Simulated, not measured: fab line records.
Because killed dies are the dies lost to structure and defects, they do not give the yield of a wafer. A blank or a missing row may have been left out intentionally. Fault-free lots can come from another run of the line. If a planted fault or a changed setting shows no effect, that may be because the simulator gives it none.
fab line records	flow nand_harc
record lots=6	wafers=18	last_day=34
route steps=1302 shown A_BLC@1115 END@1302
lots that met no fault: from a run of the same line without faults
start_h: hours from the record's opening day to when the first of the lot's shown wafers began	wait_h: time in hours since the lot's previous step	" identical to the entry in the row above	L1.1+2: a single row standing in for several wafers	- no value, or no start was given	* or withheld: withheld	< > ~ a bound
route shown NAME@n: names a module that has steps shown in the file, with the first one's number in the route	usual: the fault-free wafers' mean and standard deviation	same: alike in all rows	chamber/n: place in a boat	sites: each site's reading	_std_site: the values' standard deviation	_edge_site: the outer-site mean with the inner-site mean subtracted	radius_mm: for every site, how far away it sits from the centre of the wafer	mask NAME#n: copy n	behind: the most recent tool/chamber to have shaped the wafer	hold: cause of the lot's hold/its duration in hours/its outcome	device: names the non-switching transistor (n, p or np)	end of line: tests of these same wafers at the route's end	where a step has no rows: the recipe by itself	killed: at the first sort, the dies lost to defects and structure; wafer yield is something else	map: shows each die of a wafer: x if killed, . if not, _ if none is there
set.NAME: setting as actually run; set.NAME@STEP: the setting as run at that earlier step	model.NAME: the simulator's own value behind a step, which no gauge read
a table for each step, a row for each wafer; lots at some steps of the route
services: the hour from which a tool's chamber was out of use, counted from the record's first day as start_h (under 0 if before that day), plus the number of hours and why
## steps
# step NHARC_A_BLC_PEB_08
# recipe peb_temp_c=100	peb_time_s=65
# step NHARC_A_BLC_DEVELOP_09
# recipe develop_time_s=35	dev_temp_c=23
# step NHARC_A_BLC_CD_MEAS_10
# recipe target_cd_nm=100	landing_energy_ev=500
# usual cd_nm=100.0/0.62
lot.wafer	tool	chamber	start_h	wait_h	cd_nm
L414.2	cd_sem-03	0	539.18	-	100.2
L414.3	"	0	"	"	99.7
L414.4	"	0	"	"	100.8
L420.3	cd_sem-02	0	619.05	-	99.2
L420.4	"	0	"	"	99.5
L420.5	"	0	"	"	98.2
L419.4	cd_sem-03	0	619.85	-	100.5
L419.5	"	0	"	"	99.8
L419.6	"	0	"	"	100.6
L427.1	cd_sem-02	0	707.34	-	99.7
L427.3	"	0	"	"	99.7
L427.5	"	0	"	"	99.8
L432.2	cd_sem-03	0	741.62	-	101.2
L432.5	"	0	"	"	100.6
L432.6	"	0	"	"	100.0
L433.3	cd_sem-02	0	760.47	-	99.0
L433.4	"	0	"	"	101.2
L433.6	"	0	"	"	99.4
# step NHARC_A_BLC_OVL_MEAS_11
# usual overlay_x_nm=0.1/0.75	overlay_y_nm=0.1/0.77
lot.wafer	tool	chamber	start_h	wait_h	overlay_x_nm	overlay_y_nm
L414.2	overlay-02	-	539.26	-	0.8	0.9
L414.3	"	-	"	"	1.1	1.1
L414.4	"	-	"	"	0.9	0.4
L420.3	overlay-02	-	619.13	-	-0.6	1.4
L420.4	"	-	"	"	-0.4	0.7
L420.5	"	-	"	"	0.0	0.2
L419.4	overlay-01	-	619.93	-	-0.9	-0.2
L419.5	"	-	"	"	-0.5	0.3
L419.6	"	-	"	"	-1.0	0.6
L427.1	overlay-02	-	707.43	-	-0.3	0.0
L427.3	"	-	"	"	0.2	0.2
L427.5	"	-	"	"	-0.4	0.7
L432.2	overlay-02	-	741.70	-	0.6	-0.1
L432.5	"	-	"	"	0.2	-0.5
L432.6	"	-	"	"	0.5	-0.1
L433.3	overlay-02	-	760.55	-	0.1	-1.0
L433.4	"	-	"	"	0.6	-0.7
L433.6	"	-	"	"	0.8	-1.0
# step NHARC_A_BLC_INSPECT_12
# usual raw_defect_count=85/44
lot.wafer	tool	chamber	start_h	wait_h	raw_defect_count
L414.2	defect_inspect-01	-	539.30	0.0	34
L414.3	"	-	"	"	20
L414.4	"	-	"	"	32
L420.3	defect_inspect-02	-	619.17	0.0	26
L420.4	"	-	"	"	29
L420.5	"	-	"	"	25
L419.4	defect_inspect-02	-	619.97	0.0	74
L419.5	"	-	"	"	73
L419.6	"	-	"	"	77
L427.1	defect_inspect-02	-	707.47	0.0	50
L427.3	"	-	"	"	33
L427.5	"	-	"	"	37
L432.2	defect_inspect-01	-	741.74	0.0	120
L432.5	"	-	"	"	129
L432.6	"	-	"	"	129
L433.3	defect_inspect-01	-	760.59	0.0	85
L433.4	"	-	"	"	62
L433.6	"	-	"	"	69
# step NHARC_A_BLC_DESCUM_15
# recipe time_s=3	o2_flow_sccm=200	ar_flow_sccm=0	bias_power_w=0	chemistry=O2
# usual drypump_motor_current_A=5.3/0.38	oes_product_au=0.997/0.01	rf_vpp_V=57.9/0.95	showerhead_plenum_p_Torr=1.90/0.093	throttle_valve_pct=11.312/0.0093
lot.wafer	tool	chamber	start_h	wait_h	drypump_motor_current_A	oes_product_au	rf_hours_counter_h	rf_vpp_V	showerhead_plenum_p_Torr	throttle_valve_pct
L414.3	rie_diel-09	2	539.36	0.1	4.6	0.981	2	58.7	2.03	11.292
L414.2	"	3	"	"	5.7	0.993	2	56.1	1.87	11.326
L414.4	"	0	"	"	5.0	1.004	2	57.6	2.00	11.315
L420.4	rie_diel-01	2	619.23	0.1	6.0	0.992	17	59.1	2.02	11.325
L420.3	"	1	"	"	6.2	1.012	14	59.0	2.02	11.309
L420.5	"	3	"	"	5.1	0.998	-	58.6	1.87	11.309
L419.4	rie_diel-06	0	620.05	0.1	5.1	1.003	11	56.1	1.84	11.320
L419.5	"	1	"	"	5.5	0.999	-	58.1	1.77	11.298
L419.6	"	2	"	"	5.5	0.998	-	58.1	1.90	11.308
L427.1	rie_diel-06	3	707.53	0.1	5.5	1.012	3	56.6	1.77	11.309
L427.3	"	0	"	"	5.2	0.993	3	56.0	1.84	11.322
L427.5	"	3	"	"	5.5	1.007	-	56.5	1.77	11.299
L432.2	rie_diel-09	0	741.82	0.1	5.0	1.002	4	58.0	2.00	11.315
L432.5	"	2	"	"	4.6	0.983	-	59.5	2.03	11.322
L432.6	"	3	"	"	5.7	0.990	-	59.6	1.87	11.315
L433.3	rie_diel-09	3	760.67	0.1	5.7	0.986	5	57.5	1.87	11.307
L433.6	"	0	"	"	5.0	1.000	-	57.2	2.00	11.301
L433.4	"	1	"	"	5.5	1.002	-	57.2	1.82	11.304
# step NHARC_A_BLC_ETCH_16
# recipe target_depth_a=390	over_etch_frac=0.3	time_s=65	ion_energy_ev=80	cf4_flow_sccm=150	ar_flow_sccm=0	rf_w=300	bias_w=100	chemistry=CF4
# step NHARC_A_BLC_ETCH_17
# recipe target_depth_a=3900	over_etch_frac=0.25	time_s=609.38	ion_energy_ev=200	n2_flow_sccm=150	h2_flow_sccm=150	ar_flow_sccm=0	rf_w=400	bias_w=150	chemistry=N2/H2
# usual bias_w=150.0/0.51	drypump_motor_current_A=5.3/0.39	oes_product_au=0.997/0.0095	rf_vpp_V=429.9/2.9	showerhead_plenum_p_Torr=2.02/0.1	throttle_valve_pct=14.171/0.0091
lot.wafer	tool	chamber	start_h	wait_h	bias_w	drypump_motor_current_A	oes_product_au	rf_hours_counter_h	rf_vpp_V	showerhead_plenum_p_Torr	throttle_valve_pct
L414.2	rie_diel-09	0	-	-	150.3	4.9	1.005	2	433.4	2.14	14.170
L414.4	"	1	"	"	149.6	5.5	0.986	2	427.7	1.95	14.182
L414.3	"	2	"	"	149.3	4.6	0.996	2	434.2	2.17	14.175
L420.4	rie_diel-01	2	-	-	149.6	6.0	0.993	17	434.3	2.16	14.175
L420.3	"	0	"	"	150.3	5.4	0.986	18	429.9	2.03	14.168
L420.5	"	3	"	"	149.9	5.1	0.994	-	429.2	1.99	14.158
L419.4	rie_diel-06	1	-	-	150.1	5.4	0.997	12	425.8	1.88	14.171
L419.5	"	0	"	"	149.3	5.1	1.005	-	425.9	1.96	14.164
L419.6	"	1	"	"	150.0	5.5	1.003	-	425.5	1.88	14.173
L427.1	rie_diel-06	1	-	-	150.0	5.4	0.994	3	426.2	1.88	14.179
L427.3	"	2	"	"	149.6	5.6	1.018	3	429.9	2.03	14.175
L427.5	"	2	"	"	149.8	5.6	1.003	-	430.3	2.03	14.154
L432.2	rie_diel-09	0	-	-	150.5	4.9	0.999	4	433.8	2.13	14.191
L432.5	"	1	"	"	150.2	5.5	0.995	-	432.0	1.94	14.183
L432.6	"	2	"	"	150.1	4.6	1.004	-	432.7	2.17	14.149
L433.3	rie_diel-09	3	-	-	149.6	5.7	0.975	5	429.4	1.99	14.177
L433.4	"	3	"	"	150.3	5.6	0.983	-	428.3	1.99	14.175
L433.6	"	0	"	"	149.2	5.0	1.001	-	434.1	2.13	14.179
# step NHARC_A_BLC_ETCH_18
# recipe target_depth_a=9100	c4f8_flow_sccm=20	o2_flow_sccm=10	ar_flow_sccm=withheld	rf_w=600	bias_w=1500	chemistry=C4F8/O2/Ar
# usual bias_w=1500/4.4	oes_product_au=0.953/0.021	rf_vpp_V=977/6.4
lot.wafer	tool	chamber	start_h	wait_h	bias_w	oes_product_au	rf_hours_counter_h	rf_vpp_V
L414.4	rie_diel-09	2	-	-	1500	0.952	2	986
L414.3	"	3	"	"	1497	0.956	2	975
L414.2	"	0	"	"	1505	0.972	2	984
L420.3	rie_diel-01	2	-	-	1501	0.962	17	984
L420.4	"	3	"	"	1494	0.954	14	974
L420.5	"	3	"	"	1492	0.947	-	976
L419.4	rie_diel-06	2	-	-	1500	0.969	11	977
L419.6	"	3	"	"	1499	0.978	-	966
L419.5	"	0	"	"	1504	0.990	-	973
L427.1	rie_diel-06	0	-	-	1505	0.973	3	971
L427.3	"	3	"	"	1496	0.968	3	967
L427.5	"	1	"	"	1503	0.982	-	968
L432.2	rie_diel-09	0	-	-	1507	0.990	4	983
L432.5	"	2	"	"	1494	0.951	-	986
L432.6	"	3	"	"	1489	0.955	-	976
L433.3	rie_diel-09	3	-	-	1494	0.911	6	974
L433.6	"	1	"	"	1501	0.926	-	971
L433.4	"	3	"	"	1501	0.913	-	976
# step NHARC_A_BLC_CD_MEAS_19
# usual cd_nm=99.2/2.6
lot.wafer	tool	chamber	start_h	wait_h	cd_nm
L414.2	cd_sem-02	-	540.32	-	96.0
L414.3	"	-	"	"	100.9
L414.4	"	-	"	"	99.3
L420.3	cd_sem-01	-	620.21	-	101.7
L420.4	"	-	"	"	96.9
L420.5	"	-	"	"	97.4
L419.4	cd_sem-02	-	621.01	-	96.0
L419.5	"	-	"	"	99.4
L419.6	"	-	"	"	97.7
L427.1	cd_sem-01	-	708.49	-	98.6
L427.3	"	-	"	"	98.5
L427.5	"	-	"	"	95.3
L432.2	cd_sem-02	-	742.77	-	98.3
L432.5	"	-	"	"	97.9
L432.6	"	-	"	"	100.2
L433.3	cd_sem-02	-	761.80	-	99.1
L433.4	"	-	"	"	102.2
L433.6	"	-	"	"	100.9
# step NHARC_A_BLC_STRIP_29
# recipe cf4_flow_sccm=150	ar_flow_sccm=0	bias_w=0	chemistry=CF4
# step NHARC_A_BLC_STRIP_21
# recipe o2_flow_sccm=500	ar_flow_sccm=0	bias_w=0	chemistry=O2
# usual chamber_pressure_mTorr=60.00/0.057	drypump_motor_current_A=5.3/0.39	oes_product_au=0.999/0.0098	rf_vpp_V=57.8/0.97	showerhead_plenum_p_Torr=3.50/0.16	throttle_valve_pct=17.036/0.0095
# same bias_w=0
lot.wafer	tool	chamber	start_h	wait_h	chamber_pressure_mTorr	drypump_motor_current_A	oes_product_au	rf_hours_counter_h	rf_vpp_V	showerhead_plenum_p_Torr	throttle_valve_pct
L414.4	rie_diel-06	0	540.50	0.1	60.00	5.2	0.999	4	57.5	3.40	17.029
L414.2	"	1	"	"	60.01	5.4	1.000	5	57.0	3.28	17.037
L414.3	"	3	"	"	60.00	5.5	1.003	5	56.6	3.28	17.033
L420.3	rie_diel-01	1	620.39	0.1	59.85	6.2	1.008	14	58.6	3.71	17.041
L420.4	"	3	"	"	59.93	5.1	1.008	14	57.7	3.46	17.039
L420.5	"	0	"	"	59.98	5.4	1.001	-	58.4	3.51	17.039
L419.4	rie_diel-09	1	621.24	0.1	60.06	5.5	0.984	-	58.3	3.38	17.027
L419.5	"	2	"	"	60.05	4.6	0.992	-	56.7	3.73	17.034
L419.6	"	0	"	"	60.08	5.0	1.005	-	58.7	3.68	17.042
L427.3	rie_diel-09	2	708.69	0.1	60.02	4.6	0.997	2	59.6	3.73	17.036
L427.1	"	0	"	"	59.92	4.9	0.995	2	58.0	3.67	17.038
L427.5	"	0	"	"	60.03	4.9	0.991	-	58.5	3.67	17.040
L432.2	rie_diel-09	0	742.94	0.1	59.96	4.9	0.996	4	57.4	3.67	17.042
L432.5	"	0	"	"	60.05	5.0	0.990	-	59.6	3.67	17.036
L432.6	"	1	"	"	60.05	5.5	0.989	-	57.1	3.38	17.039
L433.3	rie_diel-09	3	762.00	0.1	60.03	5.7	0.981	6	57.1	3.45	17.043
L433.6	"	3	"	"	59.98	5.7	0.975	-	57.3	3.45	17.045
L433.4	"	0	"	"	59.97	4.9	0.995	-	57.2	3.67	17.032
# step NHARC_A_BLC_STRIP_22
# recipe time_s=600	temp_c=30	chemistry=post_etch_residue_remover
# usual bath_heat_duty_pct=13.3/1.9	run_length_s=603.1/1.2
lot.wafer	tool	chamber	start_h	wait_h	bath_heat_duty_pct	run_length_s
L414.4	wet_bench-05	4	540.66	-	9.9	603.4
L414.3	"	7	"	"	12.4	603.6
L414.2	"	1	"	"	12.6	602.0
L420.4	wet_bench-06	4	620.54	-	-	-
L420.5	"	6	"	"	-	-
L420.3	"	0	"	"	-	-
L419.5	wet_bench-03	0	621.37	-	-	-
L419.4	"	1	"	"	-	-
L419.6	"	3	"	"	-	-
L427.5	wet_bench-05	3	708.87	-	12.4	602.3
L427.1	"	4	"	"	10.9	604.7
L427.3	"	5	"	"	14.0	602.8
L432.5	wet_bench-05	2	743.10	-	12.4	603.5
L432.6	"	3	"	"	11.6	602.3
L432.2	"	4	"	"	10.5	604.9
L433.3	wet_bench-06	0	762.18	-	12.2	603.8
L433.4	"	2	"	"	11.4	603.0
L433.6	"	4	"	"	15.5	605.3
# step NHARC_A_BLC_DEGAS_30
# recipe temp_c=300	time_s=60
# usual heater_power_w=456/37
lot.wafer	tool	chamber	start_h	wait_h	heater_power_w
L414.3	pvd_sputter-01	-	540.93	-	473
L414.4	"	-	"	"	451
L414.2	"	-	"	"	475
L420.4	pvd_sputter-02	-	620.82	0.3	474
L420.3	"	-	"	"	460
L420.5	"	-	"	"	461
L419.4	pvd_sputter-03	-	621.66	0.3	499
L419.5	"	-	"	"	406
L419.6	"	-	"	"	458
L427.3	pvd_sputter-01	-	709.14	-	473
L427.1	"	-	"	"	461
L427.5	"	-	"	"	469
L432.2	pvd_sputter-01	-	743.39	-	485
L432.6	"	-	"	"	454
L432.5	"	-	"	"	469
L433.4	pvd_sputter-02	-	762.44	-	462
L433.3	"	-	"	"	512
L433.6	"	-	"	"	444
# step NHARC_END_SORT_01
# recipe temp_c=25
# usual killed_at_array=59/24	killed_at_other=0.7/1.2	killed_at_periphery=3.5/2.6	killed_dies=63/24	killed_open=3.2/2.1	killed_short=2.4/1.5
# same gross_dies=677
lot.wafer	tool	chamber	start_h	wait_h	killed_at_array	killed_at_other	killed_at_periphery	killed_dies	killed_open	killed_short
L414.2	prober-02	0	582.32	2.8	32	0	1	33	1	1
L414.3	prober-02	0	583.11	3.1	24	0	4	28	3	3
L414.4	prober-02	0	583.90	3.4	35	0	3	38	5	2
L420.3	prober-01	0	662.45	3.1	30	0	7	37	7	3
L420.4	prober-01	0	663.26	3.4	26	2	4	32	0	4
L420.5	prober-01	0	664.06	3.7	27	0	7	34	4	3
L419.4	prober-01	0	671.11	3.4	61	1	2	64	4	0
L419.5	prober-01	0	671.92	3.8	50	1	5	56	2	2
L419.6	prober-01	0	672.73	4.1	52	1	1	54	1	4
L432.2	prober-01	0	790.91	2.8	69	0	3	72	1	5
L432.5	prober-01	0	793.29	3.7	59	1	4	64	1	2
L432.6	prober-01	0	794.08	4.0	66	0	8	74	2	2
L433.3	prober-02	0	805.15	3.1	67	2	3	72	6	4
L433.4	prober-02	0	805.96	3.4	50	0	0	50	3	2
L433.6	prober-02	0	807.58	4.0	53	0	1	54	4	2
# killed by level:class
L414.2 A_CHANNEL_HOLE_D2:chamber_film_flake=15 A_CONTACT:chamber_film_flake=5 A_CHANNEL_FILL_D1:chamber_film_flake=4 A_CHANNEL_HOLE_D1:chamber_film_flake=3 A_STAIRCASE:chamber_film_flake=2 A_CHANNEL_HOLE_D1:geometric_particle:open=1 A_CHANNEL_FILL_D2:geometric_particle:short=1 P_STI:chamber_film_flake=1
L414.3 A_CHANNEL_HOLE_D2:chamber_film_flake=6 A_STAIRCASE:chamber_film_flake=5 P_STI:chamber_film_flake=3 A_CONTACT:chamber_film_flake=3 A_ONON_D1:geometric_particle:open=2 A_CHANNEL_HOLE_D1:chamber_film_flake=2 A_ONON_D1:geometric_particle:short=1 A_DECK1_JOINT:geometric_particle:short=1
L414.4 A_CHANNEL_HOLE_D2:chamber_film_flake=12 A_STAIRCASE:chamber_film_flake=5 A_CHANNEL_FILL_D1:chamber_film_flake=4 A_CONTACT:chamber_film_flake=4 A_WL_FILL:chamber_film_flake=3 P_GATE:geometric_particle:open=1 A_ONON_D1:geometric_particle:open=1 A_ONON_D2:geometric_particle:open=1
L420.3 A_CHANNEL_HOLE_D2:chamber_film_flake=10 A_CHANNEL_HOLE_D1:chamber_film_flake=7 P_STI:chamber_film_flake=3 A_WL_FILL:geometric_particle:short=2 A_WL_FILL:geometric_particle:open=2 P_CONTACT:chamber_film_flake=2 A_SLIT:chamber_film_flake=2 P_GATE:geometric_particle:open=1
L420.4 A_CHANNEL_HOLE_D2:chamber_film_flake=9 A_CHANNEL_HOLE_D1:chamber_film_flake=4 A_ZERO_WELL:chamber_film_flake=2 A_STAIRCASE:chamber_film_flake=2 A_SLIT:chamber_film_flake=2 A_CONTACT:chamber_film_flake=2 A_M0:chamber_film_flake=2 THIN_TSV:chamber_film_flake=2
L420.5 A_CHANNEL_HOLE_D2:chamber_film_flake=11 P_STI:chamber_film_flake=4 A_CHANNEL_HOLE_D1:chamber_film_flake=4 A_SLIT:chamber_film_flake=3 A_BLC:geometric_particle:open=2 A_CONTACT:chamber_film_flake=2 P_CONTACT:geometric_particle:open=1 A_CHANNEL_FILL_D1:geometric_particle:short=1
L419.4 A_CHANNEL_HOLE_D1:chamber_film_flake=35 A_CHANNEL_HOLE_D2:chamber_film_flake=16 A_CONTACT:chamber_film_flake=4 A_DECK1_JOINT:geometric_particle:open=2 A_SLIT:chamber_film_flake=2 P_M0:geometric_particle:open=1 A_CONTACT:geometric_particle:open=1 P_GATE:chamber_film_flake=1
L419.5 A_CHANNEL_HOLE_D1:chamber_film_flake=29 A_CHANNEL_HOLE_D2:chamber_film_flake=12 A_CONTACT:chamber_film_flake=7 P_CONTACT:geometric_particle:short=1 P_CONTACT:geometric_particle:open=1 P_M2:geometric_particle:short=1 A_SOURCE_PLATE:geometric_particle:open=1 P_ZERO_WELL:chamber_film_flake=1
L419.6 A_CHANNEL_HOLE_D1:chamber_film_flake=30 A_CHANNEL_HOLE_D2:chamber_film_flake=13 A_CHANNEL_FILL_D1:geometric_particle:short=3 A_CONTACT:chamber_film_flake=3 P_CONTACT:geometric_particle:open=1 A_ONON_D1:geometric_particle:short=1 A_STAIRCASE:chamber_film_flake=1 A_SLIT:chamber_film_flake=1
L432.2 A_SLIT:chamber_film_flake=23 A_CHANNEL_HOLE_D2:chamber_film_flake=21 A_CHANNEL_HOLE_D1:chamber_film_flake=12 A_CONTACT:chamber_film_flake=6 A_WL_FILL:geometric_particle:short=2 P_GATE:geometric_particle:short=1 A_CHANNEL_HOLE_D2:geometric_particle:short=1 A_CHANNEL_FILL_D2:geometric_particle:short=1
L432.5 A_CHANNEL_HOLE_D1:chamber_film_flake=18 A_SLIT:chamber_film_flake=18 A_CHANNEL_HOLE_D2:chamber_film_flake=18 P_STI:chamber_film_flake=3 A_CONTACT:chamber_film_flake=2 P_CONTACT:geometric_particle:short=1 A_ONON_D1:geometric_particle:open=1 A_WL_FILL:geometric_particle:short=1
L432.6 A_CHANNEL_HOLE_D2:chamber_film_flake=22 A_SLIT:chamber_film_flake=19 A_CHANNEL_HOLE_D1:chamber_film_flake=14 A_CONTACT:chamber_film_flake=5 P_STI:chamber_film_flake=4 A_ONON_D1:geometric_particle:short=2 P_ZERO_WELL:chamber_film_flake=2 A_CHANNEL_FILL_D2:chamber_film_flake=2
L433.3 A_CHANNEL_HOLE_D2:chamber_film_flake=35 A_SLIT:chamber_film_flake=7 A_SGD_CUT:chamber_film_flake=5 A_CHANNEL_HOLE_D1:chamber_film_flake=3 A_CONTACT:chamber_film_flake=3 A_ONON_D2:geometric_particle:short=2 A_SGD_CUT:geometric_particle:open=2 A_CHANNEL_FILL_D2:chamber_film_flake=2
L433.4 A_CHANNEL_HOLE_D2:chamber_film_flake=27 A_SLIT:chamber_film_flake=9 A_SGD_CUT:chamber_film_flake=3 A_CONTACT:chamber_film_flake=3 A_SOURCE_PLATE:geometric_particle:open=2 A_CHANNEL_FILL_D1:chamber_film_flake=2 A_CHANNEL_HOLE_D1:geometric_particle:open=1 A_DECK1_JOINT:geometric_particle:short=1
L433.6 A_CHANNEL_HOLE_D2:chamber_film_flake=29 A_SLIT:chamber_film_flake=10 A_CHANNEL_FILL_D1:chamber_film_flake=2 A_SGD_CUT:chamber_film_flake=2 P_M1:geometric_particle:open=1 A_CHANNEL_HOLE_D1:geometric_particle:short=1 A_CHANNEL_FILL_D2:geometric_particle:short=1 A_SGD_CUT:geometric_particle:open=1
## services
tool	chamber	start_h	hours	kind
pvd_sputter-01	-	519.74	4.8	repair
rie_diel-01	-	557.95	9.0	pm
rie_diel-09	1	561.67	5.5	repair
pvd_sputter-01	-	584.92	10.0	pm
rie_diel-01	3	587.32	13.6	repair
rie_diel-09	-	591.66	0.4	repair
rie_diel-06	2	599.96	11.0	repair
rie_diel-09	3	604.89	21.3	repair
rie_diel-01	1	607.46	7.0	repair
wet_bench-05	-	612.97	8.0	pm
rie_diel-06	-	630.13	11.1	repair
rie_diel-09	1	631.41	3.5	repair
rie_diel-01	0	643.15	13.9	repair
rie_diel-09	3	650.43	4.0	repair
wet_bench-05	-	650.97	2.3	repair
rie_diel-06	-	661.20	9.0	pm
rie_diel-09	-	674.10	9.0	pm
rie_diel-01	1	679.42	2.4	repair
rie_diel-06	-	699.84	0.4	repair
rie_diel-09	-	701.47	0.4	repair
rie_diel-09	3	704.60	5.7	repair
rie_diel-01	-	734.95	9.0	pm
rie_diel-09	2	751.74	38.9	repair
rie_diel-01	-	755.47	0.5	repair
## key
first_sign step=NHARC_A_BLC_STRIP_22	reading=tool_record	direction=missing
effect none on later readings
met_at NHARC_A_BLC_STRIP_22
struck_wafers L419.4,L419.5,L419.6,L420.3,L420.4,L420.5
tester_left_out L419,L420
fault kind=skipped_step_whole	tool=wet_bench-03,wet_bench-06	chamber=-	onset_h=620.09	steps=NHARC_A_BLC_STRIP_22	scope=struck_lots_only
# tester_left_out: of these lots the tester's yield and bins aren't shown, on N5 and GAA mostly nor the transistor test; their killed dies are dies lost to structure and defects alone, not to doping, threshold or leakage, so they don't give the yield
